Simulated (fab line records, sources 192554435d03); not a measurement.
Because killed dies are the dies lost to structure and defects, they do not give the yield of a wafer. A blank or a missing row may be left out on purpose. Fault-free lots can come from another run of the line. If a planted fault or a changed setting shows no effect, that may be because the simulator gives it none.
Comparing a struck lot with a sound one    flow n5 finfet    16 out of 1938 route steps
Sound: the wafers L905.2, L905.4, L905.6. Struck: wafers L912.2, L912.5 (left out: L912.4, a lot-mate that was not struck); the cause follows at the end.
Each step with rows lists, per side, the tool, then ch with its chambers, then its first start. Under that, the readings that differ: sound wafers    struck wafers    difference of the means    sigmas: that difference in standard deviations of wafers without a fault.
alike: readings with means less than 2 such deviations apart, plus words and numbers identical on both sides. not compared: withheld readings, readings lacking a value on some wafer, bounds such as >300 that could conceal the same value, and numbers that have no deviation in the record and whose values overlap.
A row with sigmas, a row that says differs or no value, or rows on one side alone: a step with any of these is where the two part. Non-overlapping numbers with no deviation appear without sigmas and do not part them. A reading that every wafer of one side lacks parts them only if that side has two wafers or more.

first, 1 step without rows for these wafers: N5_BEOL_M1_DEVELOP_27 (develop time 30 s).
N5_BEOL_M1_CD_MEAS_28: target cd y 23.3 nm.
  sound on cd sem-03 ch 0, day 7 02:03; struck on cd sem-03 ch 0, day 9 11:38
  alike: cd nm
N5_BEOL_M1_OVL_MEAS_29:
  sound on overlay-02 ch 0, day 7 02:05; struck on overlay-01 ch 0, day 9 11:40
  alike: V0_OVL
N5_BEOL_M1_INSPECT_30: inspects for defects (brightfield).
  struck on defect inspect-01, day 9 11:44; sound on defect inspect-02, day 7 02:08
  alike: raw defect count
N5_BEOL_M1_DESCUM_33: chemistry O2, time 7 s.
  sound on rie diel-04 ch 0,3, day 7 02:32; struck on rie diel-02 ch 2,3, day 9 11:46
  alike: drypump motor current A, oes product au, rf vpp V, showerhead plenum p Torr, throttle valve pct
  not compared: rf hours counter h
N5_BEOL_M1_ETCH_77: etches underlayer in N2/H2, target depth 6.5 nm, time 5.2 s.
  sound on rie diel-04 ch 0,3, day 7 02:35; struck on rie diel-02 ch 2,3, day 9 11:47
reading     sound              struck       difference  sigmas
bias w (W)  150.9 150.3 150.2  149.7 149.1  -1.1        -3
  alike: drypump motor current A, etch rf on time s, oes product au, rf vpp V, showerhead plenum p Torr, throttle valve pct
  not compared: rf hours counter h
N5_BEOL_M1_ETCH_69: etches SiARC in CF4, target depth 15.6 nm, time 26 s.
  sound on rie diel-04 ch 0,3, day 7 02:35; struck on rie diel-02 ch 2,3, day 9 11:49
  alike: bias w, drypump motor current A, etch rf on time s, oes product au, rf vpp V, showerhead plenum p Torr, throttle valve pct
  not compared: rf hours counter h
then, 1 step without rows for these wafers: N5_BEOL_M1_ALD_98 (deposits SiO2, target thk 2.5 nm, pulse time 1 s, co reactant pulse time 1 s).
N5_BEOL_M1_ETCHBACK_99: etches SiO2 in CHF3, target depth 5 nm, time 10.4 s.
  sound on rie diel-04 ch 0,1, day 7 04:08; struck on rie diel-04 ch 3, day 9 15:14
  alike: bias w, drypump motor current A, oes product au, rf vpp V, showerhead plenum p Torr, throttle valve pct
  not compared: rf hours counter h
N5_BEOL_M1_ETCH_70: etches SOC in N2/H2, target depth 80 nm, overetch 16 nm, time 120 s.
  sound on rie diel-04 ch 0,1, day 7 04:10; struck on rie diel-04 ch 3, day 9 15:16
  alike: bias w, drypump motor current A, oes product au, rf vpp V, showerhead plenum p Torr, throttle valve pct
  not compared: rf hours counter h
then, 2 steps without rows for these wafers: N5_BEOL_M1_STRIP_71 (strips in N2/H2); N5_BEOL_M1_STRIP_78 (strips in N2/H2).
N5_BEOL_M1_VIA_ETCH_34: etches the open film in C4F6/O2, target depth 67.8 nm, time 64.4 s.
  sound on rie diel-04 ch 0,1, day 7 04:16; struck on rie diel-04 ch 3, day 9 15:22
reading                                   sound              struck       difference  sigmas
model.etch.depth nm (nm)                  64.26 65.29 65.79  107.9 108.3  +43.0       
model.SOC_of_BEOL_M1_COAT_67.thk nm (nm)  52.4 52 52         46.8 47      -5.2        
model.BEOL_M1.cd nm (nm)                  18.2 18.4 18.2     18.8 18.8    +0.5        
  alike: bias w, drypump motor current A, oes product au, rf vpp V, showerhead plenum p Torr, throttle valve pct
  not compared: rf hours counter h
then, 1 step without rows for these wafers: N5_BEOL_M1_STRIP_83 (strips in C4F6/O2).
N5_BEOL_M4_RC_MEAS_101:
  sound on prober-02 ch 0, day 8 20:44; struck on prober-02 ch 0, day 11 12:13
  alike: DIBL_N, DIBL_P, IOFF_N, IOFF_P, ION_N, ION_P, SS_N, SS_P, VT_N, VT_P
next, for these wafers, 1 step has no rows: N5_PASSIVATION_PROBE_49.

## WHERE THEY PART
Within this record, at N5_BEOL_M1_ETCH_77 only. Later steps at which nothing parts them and some readings are alike: N5_BEOL_M1_ETCH_69, N5_BEOL_M1_ETCHBACK_99, N5_BEOL_M1_ETCH_70, N5_BEOL_M1_VIA_ETCH_34, N5_BEOL_M4_RC_MEAS_101.

WHY: what had been put in by the simulator
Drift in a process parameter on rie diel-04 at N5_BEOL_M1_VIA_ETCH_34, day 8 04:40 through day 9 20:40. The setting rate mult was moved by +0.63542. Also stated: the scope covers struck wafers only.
